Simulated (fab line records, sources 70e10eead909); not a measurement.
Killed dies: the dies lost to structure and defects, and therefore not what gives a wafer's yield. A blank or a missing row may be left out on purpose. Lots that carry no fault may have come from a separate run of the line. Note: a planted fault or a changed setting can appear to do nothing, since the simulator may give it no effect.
Matching of chambers | flow nand_harc | NHARC_A_CONTACT_ETCH_91 on rie_diel-10 has 4 sister chambers
The step etches the open film in CH3F/O2, target depth 40 nm, time 85.7 s. 4 wafers are shown with their chamber, then 12 later ones without.

## EACH WAFER AND ITS CHAMBER
wafer  | chamber | drypump_motor_current_A (A)
L087.5 | 2       | 5.3
L089.1 | 0       | 5.3
L089.3 | 1       | 6.7
L089.4 | 3       | 5.5

## WAFERS WITH NO CHAMBER GIVEN
wafer  | drypump_motor_current_A (A)
L088.1 | 5.3
L088.2 | 5.6
L088.4 | 6.7
L090.4 | 6.8
L090.5 | 5.3
L090.6 | 5.5
L094.1 | 6.8
L094.2 | 5.3
L094.3 | 5.5
L097.1 | 5.3
L097.4 | 6.7
L097.5 | 6.7

## THE CHAMBER EACH PASSED THROUGH
wafer  | from the rows above     | in truth
L088.1 | can't be placed: 0 or 2 | 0
L088.2 | 3                       | 3
L088.4 | 1                       | 1
L090.4 | 1                       | 1
L090.5 | can't be placed: 0 or 2 | 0
L090.6 | 3                       | 3
L094.1 | 1                       | 1
L094.2 | can't be placed: 0 or 2 | 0
L094.3 | 3                       | 3
L097.1 | can't be placed: 0 or 2 | 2
L097.4 | 1                       | 1
L097.5 | 1                       | 1
Placed correctly: 8 of 12. Unplaceable from these rows: 4, with the true chamber sitting among the candidates in 4. Placed wrongly: 0.
How it was worked out, from the rows above alone: a wafer's distance from a chamber is the root of the sum, over the readings, of the square of ((its reading less the chamber's mean) divided by the reading's scatter). The wafer belongs to the nearest chamber; if the next one is less than 2 further off, it can't be placed. Each chamber's mean is taken over the wafers shown for it. The scatter: root of mean squared gap, hidden wafer to nearest shown wafer, with one shown wafer a chamber.
